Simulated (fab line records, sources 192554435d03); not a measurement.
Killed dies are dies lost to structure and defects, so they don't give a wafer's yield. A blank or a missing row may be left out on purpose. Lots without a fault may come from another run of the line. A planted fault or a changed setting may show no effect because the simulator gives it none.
Chamber matching | flow n5_finfet | N5_BEOL_M3_DESCUM_16 on rie_diel-02: 4 sister chambers
The step chemistry O2, time 7 s. 4 wafers are shown with their chamber, then 8 later ones without.

WAFERS WITH THEIR CHAMBER
wafer  | chamber | drypump_motor_current_A (A)
L079.2 | 2       | 5.9
L089.1 | 3       | 6.3
L089.6 | 1       | 6.3
L090.2 | 0       | 5.2

WAFERS WITHOUT THEIR CHAMBER
wafer  | drypump_motor_current_A (A)
L090.3 | 6.3
L090.5 | 5.9
L093.2 | 5.9
L093.5 | 5.9
L093.6 | 6.2
L097.1 | 5.2
L097.3 | 5.2
L097.4 | 5.2

WHICH CHAMBER EACH WENT THROUGH
wafer  | from the rows above     | in truth
L090.3 | can't be placed: 1 or 3 | 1
L090.5 | 2                       | 2
L093.2 | 2                       | 2
L093.5 | 2                       | 2
L093.6 | can't be placed: 1 or 3 | 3
L097.1 | 0                       | 0
L097.3 | 0                       | 0
L097.4 | 0                       | 0
Placed correctly: 6 of 8. Can't be placed from these rows: 2 (the true chamber is among the candidates in 2). Placed wrongly: 0.
How it was worked out, from the rows above alone: a wafer's distance from a chamber is the root of the sum, over the readings, of the square of ((its reading less the chamber's mean) divided by the reading's scatter). The wafer belongs to the nearest chamber; if the next one is less than 2 further off, it can't be placed. A chamber's mean is the mean of its shown wafers. The scatter: with one shown wafer a chamber, the root of the mean of the squares of how far each hidden wafer lies from its nearest shown one.
